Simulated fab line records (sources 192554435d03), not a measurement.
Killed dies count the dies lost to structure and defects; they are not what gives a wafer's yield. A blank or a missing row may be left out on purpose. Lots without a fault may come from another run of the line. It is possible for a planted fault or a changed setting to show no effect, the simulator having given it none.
fab line records -- flow n5_finfet -- part 2 of 2: steps 5 to 6 of 6
record lots=21, wafers=63, last_day=18
route steps=1938 shown BEOL_M6@1217 BEOL_M7@1263
lots untouched by any fault: they come from a run of this same line in which no faults occurred
start_h: start of the lot's first displayed wafer, in hours after the record's first day -- wait_h: hours elapsed since this lot's preceding step -- " same as the row above -- L1.1+2: one row covering several wafers at once -- - no value present, or no start provided -- * or withheld: withheld -- < > ~ a bound
route shown NAME@n: NAME is a module with steps in the file, n the number in the route of the first one -- usual: average and standard deviation across the fault-free wafers -- same: alike in all rows -- chamber/n: place in a boat -- sites: the reading at each site -- _std_site: standard deviation of those values -- _edge_site: mean of outer sites minus mean of inner sites -- radius_mm: how far each site lies from the wafer's centre -- mask NAME#n: copy n -- behind: tool/chamber where the wafer was last shaped -- hold: why the lot was held/for how many hours/how that ended -- device: transistor that didn't switch, given as n, p or np -- end of line: tests run on the same wafers once the route is complete -- a step with no rows: only its recipe -- killed: dies that structure and defects cost at the first sort, which is not the same as the wafer's yield -- map: a wafer's dies, x killed, . not, _ none there
set.NAME: the run value of the setting; set.NAME@STEP: its run value at that earlier step -- model.NAME: the simulator's own value behind a step, which no gauge read
steps of the route over a sample of lots; a table a step, a row a wafer
services: the hour from which a tool's chamber was out of use, counted from the record's first day as start_h (under 0 if before that day), plus the number of hours and why
## steps
# step N5_BEOL_M7_STRIP_67
# recipe chemistry=CF4, resist=SiARC, power_w=300, bias_power_w=75, pressure_mtorr=50, cf4_flow_sccm=150, rf_frequency_hz=6e+07
# usual drypump_motor_current_A=5.7/0.38, oes_product_au=0.80/0.089, rf_vpp_V=271.3/1.6, showerhead_plenum_p_Torr=1.80/0.056, throttle_valve_pct=13.54/0.26
lot.wafer,tool,chamber,start_h,wait_h,drypump_motor_current_A,oes_product_au,rf_hours_counter_h,rf_vpp_V,showerhead_plenum_p_Torr,throttle_valve_pct
L074.4,rie_diel-02,1,189.44,0.0,5.1,0.75,164,269.2,1.71,13.32
L074.5,rie_diel-02,3,189.44,0.0,6.4,0.68,-,271.6,1.77,13.73
L074.6,rie_diel-02,0,189.44,0.0,5.9,0.69,-,266.7,1.68,14.09
L075.1,rie_diel-01,1,202.35,0.0,6.4,0.88,39,269.7,1.76,13.35
L075.2,rie_diel-01,3,202.35,0.0,5.9,0.82,108,272.0,1.89,13.54
L075.6,rie_diel-01,1,202.35,0.0,6.4,0.88,-,269.3,1.76,13.35
L076.3,rie_diel-06,3,208.44,0.0,5.5,0.86,45,273.7,1.81,13.27
L076.4,rie_diel-06,2,208.44,0.0,5.2,0.71,-,271.7,1.85,13.86
L076.5,rie_diel-06,0,208.44,0.0,5.9,0.95,-,271.2,1.76,13.23
L077.2,rie_diel-01,1,208.47,0.0,6.5,0.87,42,269.6,1.76,13.35
L077.3,rie_diel-01,3,208.47,0.0,5.9,0.82,110,272.6,1.89,13.54
L077.6,rie_diel-01,3,208.47,0.0,5.9,0.82,-,272.4,1.89,13.52
L078.1,rie_diel-01,0,219.85,0.0,5.4,0.78,95,272.0,1.81,13.82
L078.3,rie_diel-01,3,219.85,0.0,5.9,0.82,112,273.5,1.89,13.55
L078.6,rie_diel-01,1,219.85,0.0,6.4,0.88,-,270.3,1.76,13.37
L079.3,rie_diel-02,0,226.05,0.0,5.9,0.68,249,267.7,1.68,14.11
L079.4,rie_diel-02,1,226.05,0.0,5.2,0.75,175,269.3,1.71,13.34
L079.6,rie_diel-02,2,226.05,0.0,5.8,0.71,-,271.0,1.85,13.82
L081.1,rie_diel-06,3,236.26,0.0,5.5,0.85,55,274.0,1.81,13.28
L081.3,rie_diel-06,1,236.26,0.0,5.5,0.98,3,270.3,1.75,13.07
L081.5,rie_diel-06,0,236.26,0.0,5.9,0.92,-,270.1,1.76,13.25
L080.1,rie_diel-06,3,237.03,0.0,5.5,0.84,55,272.4,1.81,13.28
L080.4,rie_diel-06,0,237.03,0.0,5.9,0.92,13,270.4,1.76,13.27
L080.5,rie_diel-06,1,237.03,0.0,5.5,0.98,-,269.1,1.75,13.07
L083.2,rie_diel-06,2,240.73,0.0,5.2,0.70,212,271.6,1.85,13.89
L083.3,rie_diel-06,0,240.73,0.0,5.9,0.92,14,270.1,1.76,13.26
L083.5,rie_diel-06,2,240.73,0.0,5.2,0.70,-,271.1,1.85,13.90
L082.1,rie_diel-01,0,243.88,0.0,5.3,0.77,102,271.2,1.81,13.86
L082.2,rie_diel-01,2,243.88,0.0,5.6,0.71,200,271.0,1.78,13.48
L082.3,rie_diel-01,1,243.88,0.0,6.4,0.86,53,270.1,1.76,13.39
L084.1,rie_diel-01,1,261.91,0.0,6.4,0.85,59,270.3,1.75,13.40
L084.3,rie_diel-01,2,261.91,0.0,5.6,0.71,206,269.3,1.78,13.48
L084.6,rie_diel-01,0,261.91,0.0,5.4,0.77,-,270.7,1.81,13.86
L085.3,rie_diel-01,2,265.40,0.0,5.6,0.70,207,271.3,1.78,13.48
L085.4,rie_diel-01,1,265.40,0.0,6.4,0.85,60,270.6,1.76,13.42
L085.6,rie_diel-01,0,265.40,0.0,5.4,0.77,-,270.3,1.81,13.86
L086.1,rie_diel-06,1,266.42,0.0,5.5,0.95,7,271.9,1.75,13.09
L086.4,rie_diel-06,0,266.42,0.0,5.9,0.90,23,270.0,1.76,13.29
L086.5,rie_diel-06,3,266.42,0.0,5.5,0.83,-,270.6,1.81,13.31
L087.2,rie_diel-02,0,270.12,0.0,5.9,0.95,6,275.0,1.89,13.54
L087.5,rie_diel-02,1,270.12,0.0,5.2,0.73,-,268.8,1.71,13.38
L087.6,rie_diel-02,2,270.12,0.0,5.8,0.70,-,272.0,1.85,13.85
L088.3,rie_diel-06,1,273.64,0.0,5.5,0.95,10,269.9,1.75,13.09
L088.4,rie_diel-06,3,273.64,0.0,5.5,0.83,68,270.5,1.81,13.34
L088.6,rie_diel-06,1,273.64,0.0,5.5,0.95,-,272.6,1.75,13.09
L089.3,rie_diel-06,3,289.73,0.0,5.5,0.82,73,271.9,1.81,13.34
L089.4,rie_diel-06,2,289.73,0.0,5.2,0.70,229,272.1,1.84,13.94
L089.6,rie_diel-06,0,289.73,0.0,6.0,0.88,-,271.7,1.76,13.30
L090.2,rie_diel-01,2,296.77,0.0,5.6,0.70,217,270.6,1.78,13.51
L090.4,rie_diel-01,1,296.77,0.0,6.4,0.84,69,272.3,1.75,13.42
L090.6,rie_diel-01,2,296.77,0.0,5.6,0.70,-,269.7,1.78,13.51
L093.1,rie_diel-01,2,300.18,0.0,5.6,0.70,218,270.7,1.78,13.49
L093.2,rie_diel-01,1,300.18,0.0,6.4,0.83,70,270.1,1.75,13.42
L093.5,rie_diel-01,3,300.18,0.0,5.9,0.79,-,274.1,1.88,13.61
L092.2,rie_diel-01,2,306.72,0.0,5.6,0.70,220,272.1,1.77,13.51
L092.4,rie_diel-01,3,306.72,0.0,5.9,0.79,-,272.3,1.88,13.61
L092.6,rie_diel-01,0,306.72,0.0,5.4,0.76,-,270.1,1.81,13.89
L094.1,rie_diel-02,3,336.76,0.0,6.4,0.93,15,271.1,1.76,13.28
L094.2,rie_diel-02,0,336.76,0.0,5.9,0.89,29,274.7,1.88,13.63
L094.6,rie_diel-02,0,336.76,0.0,5.9,0.90,-,272.7,1.88,13.62
L097.2,rie_diel-06,0,362.16,0.0,5.8,0.85,53,268.5,1.75,13.36
L097.4,rie_diel-06,1,362.16,0.0,5.4,0.90,-,272.1,1.74,13.14
L097.6,rie_diel-06,3,362.16,0.0,5.5,0.79,-,270.5,1.80,13.40
# step N5_BEOL_M7_ETCH_65
# recipe chemistry=CF4, target=SiARC, target_depth_a=156, mask_material=CAR-EUV, time_s=26, ion_energy_ev=80, pressure_mtorr=40, source_w=545, bias_w=36, Ar_flow_sccm=100, cf4_flow_sccm=100, ends=cleared
# usual drypump_motor_current_A=5.7/0.39, etch_rf_on_time_s=25.9/0.6, oes_product_au=0.67/0.082, rf_vpp_V=184.0/1.3, showerhead_plenum_p_Torr=2.14/0.066, throttle_valve_pct=15.59/0.26
lot.wafer,tool,chamber,start_h,wait_h,drypump_motor_current_A,etch_rf_on_time_s,oes_product_au,rf_hours_counter_h,rf_vpp_V,showerhead_plenum_p_Torr,throttle_valve_pct
L074.4,rie_diel-06,1,193.39,0.0,5.5,25.5,0.57,-,182.5,2.10,15.61
L074.5,rie_diel-06,3,193.39,0.0,5.5,24.8,0.76,-,185.2,2.17,15.34
L074.6,rie_diel-06,2,193.39,0.0,5.2,25.6,0.61,-,184.0,2.22,15.90
L075.1,rie_diel-02,3,203.30,0.0,6.4,27.2,0.56,231,183.1,2.11,15.74
L075.2,rie_diel-02,2,203.30,0.0,5.8,26.3,0.61,198,187.2,2.20,15.73
L075.6,rie_diel-02,3,203.30,0.0,6.4,26.9,0.56,-,184.5,2.11,15.72
L076.3,rie_diel-01,1,211.91,0.0,6.4,26.8,0.74,43,184.4,2.10,15.44
L076.4,rie_diel-01,0,211.91,0.0,5.3,25.8,0.68,92,184.7,2.16,15.86
L076.5,rie_diel-01,0,211.91,0.0,5.3,25.7,0.68,-,186.5,2.16,15.88
L077.2,rie_diel-02,0,212.04,0.0,5.9,25.8,0.58,244,182.3,2.02,16.15
L077.3,rie_diel-02,2,212.04,0.0,5.8,26.4,0.61,201,183.8,2.20,15.75
L077.6,rie_diel-02,0,212.04,0.0,5.9,25.8,0.59,-,181.6,2.02,16.16
L078.1,rie_diel-06,2,221.38,0.0,5.1,25.7,0.61,206,185.2,2.22,15.92
L078.3,rie_diel-06,3,221.38,0.0,5.5,24.9,0.75,50,185.7,2.17,15.34
L078.6,rie_diel-06,3,221.38,0.0,5.5,24.9,0.75,-,185.5,2.17,15.34
L079.3,rie_diel-02,2,227.53,0.0,5.8,25.9,0.61,205,185.1,2.20,15.76
L079.4,rie_diel-02,1,227.53,0.0,5.1,25.6,0.63,175,182.5,2.04,15.33
L079.6,rie_diel-02,3,227.53,0.0,6.4,27.1,0.56,-,182.7,2.11,15.76
L081.1,rie_diel-02,3,237.11,0.0,6.4,27.3,0.55,243,182.5,2.11,15.76
L081.3,rie_diel-02,2,237.11,0.0,5.8,26.1,0.61,209,184.6,2.20,15.77
L081.5,rie_diel-02,2,237.11,0.0,5.8,26.0,0.61,-,184.3,2.20,15.77
L080.1,rie_diel-06,2,238.84,0.0,5.2,25.7,0.60,211,185.3,2.22,15.94
L080.4,rie_diel-06,3,238.84,0.0,5.5,24.8,0.74,55,184.4,2.17,15.34
L080.5,rie_diel-06,1,238.84,0.0,5.5,25.4,0.85,-,183.8,2.10,15.15
L083.2,rie_diel-02,3,242.65,0.0,6.4,27.0,0.55,245,185.0,2.10,15.73
L083.3,rie_diel-02,2,242.65,0.0,5.8,25.9,0.61,212,185.8,2.20,15.78
L083.5,rie_diel-02,2,242.65,0.0,5.8,25.9,0.61,-,185.0,2.20,15.79
L082.1,rie_diel-06,0,246.34,0.0,5.9,25.3,0.79,16,186.0,2.10,15.34
L082.2,rie_diel-06,1,246.34,0.0,5.5,25.6,0.84,6,183.8,2.10,15.15
L082.3,rie_diel-06,2,246.34,0.0,5.2,25.6,0.60,213,185.2,2.22,15.94
L084.1,rie_diel-06,3,262.77,0.0,5.5,25.0,0.74,65,183.2,2.16,15.35
L084.3,rie_diel-06,0,262.77,0.0,5.9,25.5,0.77,22,183.0,2.10,15.34
L084.6,rie_diel-06,2,262.77,0.0,5.2,25.7,0.59,-,184.1,2.21,15.95
L085.3,rie_diel-02,0,268.37,0.0,5.9,25.1,0.83,6,186.2,2.27,15.71
L085.4,rie_diel-02,2,268.37,0.0,5.8,26.1,0.59,-,184.6,2.19,15.80
L085.6,rie_diel-02,1,268.37,0.0,5.2,26.0,0.62,-,182.2,2.04,15.36
L086.1,rie_diel-01,0,268.60,0.0,5.4,25.6,0.67,110,185.1,2.16,15.90
L086.4,rie_diel-01,1,268.60,0.0,6.4,26.6,0.71,61,183.2,2.10,15.48
L086.5,rie_diel-01,3,268.60,0.0,5.9,26.0,0.68,-,185.2,2.24,15.58
L087.2,rie_diel-01,1,272.43,0.0,6.4,26.6,0.71,62,183.0,2.10,15.49
L087.5,rie_diel-01,2,272.43,0.0,5.6,25.7,0.61,-,184.5,2.13,15.49
L087.6,rie_diel-01,1,272.43,0.0,6.4,26.8,0.71,-,183.7,2.10,15.50
L088.3,rie_diel-02,0,275.98,0.0,5.9,25.2,0.81,9,185.8,2.27,15.72
L088.4,rie_diel-02,1,275.98,0.0,5.2,26.0,0.62,-,182.7,2.04,15.37
L088.6,rie_diel-02,0,275.98,0.0,5.9,24.8,0.82,-,185.4,2.27,15.72
L089.3,rie_diel-06,1,290.49,0.0,5.5,25.4,0.81,15,182.6,2.10,15.17
L089.4,rie_diel-06,3,290.49,0.0,5.5,25.0,0.72,73,184.4,2.16,15.40
L089.6,rie_diel-06,2,290.49,0.0,5.2,26.2,0.58,-,184.4,2.21,15.97
L090.2,rie_diel-01,0,298.94,0.0,5.4,26.0,0.65,118,185.7,2.16,15.92
L090.4,rie_diel-01,3,298.94,0.0,5.9,26.4,0.67,136,185.8,2.23,15.61
L090.6,rie_diel-01,2,298.94,0.0,5.6,25.8,0.60,-,184.2,2.12,15.51
L093.1,rie_diel-01,2,301.25,0.0,5.6,25.9,0.60,218,183.1,2.12,15.51
L093.2,rie_diel-01,3,301.25,0.0,5.9,26.6,0.66,137,185.6,2.23,15.59
L093.5,rie_diel-01,3,301.25,0.0,5.9,26.7,0.66,-,184.8,2.23,15.61
L092.2,rie_diel-02,0,308.03,0.0,5.9,25.0,0.79,20,186.7,2.27,15.73
L092.4,rie_diel-02,3,308.03,0.0,6.4,27.0,0.79,8,184.1,2.10,15.29
L092.6,rie_diel-02,1,308.03,0.0,5.2,25.9,0.62,-,183.1,2.04,15.39
L094.1,rie_diel-06,3,343.10,0.0,5.5,25.4,0.69,89,184.9,2.16,15.41
L094.2,rie_diel-06,1,343.10,0.0,5.5,25.6,0.78,29,183.4,2.09,15.19
L094.6,rie_diel-06,3,343.10,0.0,5.5,25.2,0.70,-,183.0,2.16,15.42
L097.2,rie_diel-01,1,363.27,0.0,6.4,26.2,0.70,79,184.2,2.09,15.50
L097.4,rie_diel-01,3,363.27,0.0,5.9,25.6,0.67,148,185.1,2.23,15.62
L097.6,rie_diel-01,3,363.27,0.0,5.9,25.7,0.67,-,185.1,2.23,15.62
## services
tool,chamber,start_h,hours,kind
rie_diel-06,2,162.47,4.1,repair
rie_diel-01,-,165.45,15.6,pm
rie_diel-05,0,166.50,3.8,repair
rie_diel-05,3,168.28,4.5,repair
rie_diel-03,3,197.84,8.7,repair
rie_diel-03,3,214.28,5.1,repair
rie_diel-03,3,248.74,6.3,repair
rie_diel-06,1,250.77,15.2,repair
rie_diel-04,3,251.44,4.5,repair
rie_diel-05,3,256.33,3.1,repair
rie_diel-03,2,262.22,1.6,repair
rie_diel-04,1,270.31,3.5,repair
rie_diel-03,2,283.29,16.3,repair
rie_diel-01,1,306.06,3.2,repair
rie_diel-05,2,309.40,3.4,repair
rie_diel-01,2,317.52,13.2,repair
rie_diel-05,3,320.86,5.4,repair
rie_diel-06,1,324.83,6.5,repair
rie_diel-06,0,329.54,6.8,repair
rie_diel-01,-,331.02,28.1,pm
rie_diel-02,3,337.71,39.6,repair
rie_diel-03,1,344.53,6.7,repair
rie_diel-06,1,347.24,8.0,repair
rie_diel-04,0,355.13,2.6,repair
